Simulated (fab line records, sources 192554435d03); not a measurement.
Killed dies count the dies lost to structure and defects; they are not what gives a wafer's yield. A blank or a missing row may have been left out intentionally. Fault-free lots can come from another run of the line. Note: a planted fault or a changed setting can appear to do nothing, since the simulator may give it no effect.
Matching of chambers	flow n5 finfet	N5_BEOL_M5_PRE_CLEAN_77 on cvd co-02 has 3 sister chambers
The step time 15 s. 6 wafers are shown with their chamber, then 12 later ones without.

WAFERS PAIRED WITH THEIR CHAMBERS
wafer	chamber	heater power w (W)
L084.6	2	99
L085.5	0	73
L085.6	1	82
L090.1	1	82
L090.2	2	97
L090.3	0	72

WAFERS WITHOUT THEIR CHAMBER
wafer	heater power w (W)
L092.4	100
L092.5	70
L092.6	80
L093.1	97
L093.4	81
L093.6	72
L094.1	80
L094.2	99
L094.3	71
L096.1	99
L096.3	81
L096.4	97

CHAMBER TAKEN BY EACH
wafer	from the rows above	in truth
L092.4	2	2
L092.5	0	0
L092.6	1	1
L093.1	2	2
L093.4	1	1
L093.6	0	0
L094.1	1	1
L094.2	2	2
L094.3	0	0
L096.1	2	2
L096.3	1	1
L096.4	2	2
12 of 12 placed correctly. From these rows, 0 cannot be placed. Wrongly placed: 0.
How it was worked out, from the rows above alone: a wafer's distance from a chamber is the root of the sum, over the readings, of the square of ((its reading less the chamber's mean) divided by the reading's scatter). If the next closest chamber is less than 2 further off than the closest, the wafer can't be placed; otherwise it belongs to the closest. For every chamber, the mean is computed from those of its wafers that are shown. The scatter: take each reading less its chamber's mean, square it, sum over the shown wafers, divide by the number of wafers less the number of chambers, and take the root.
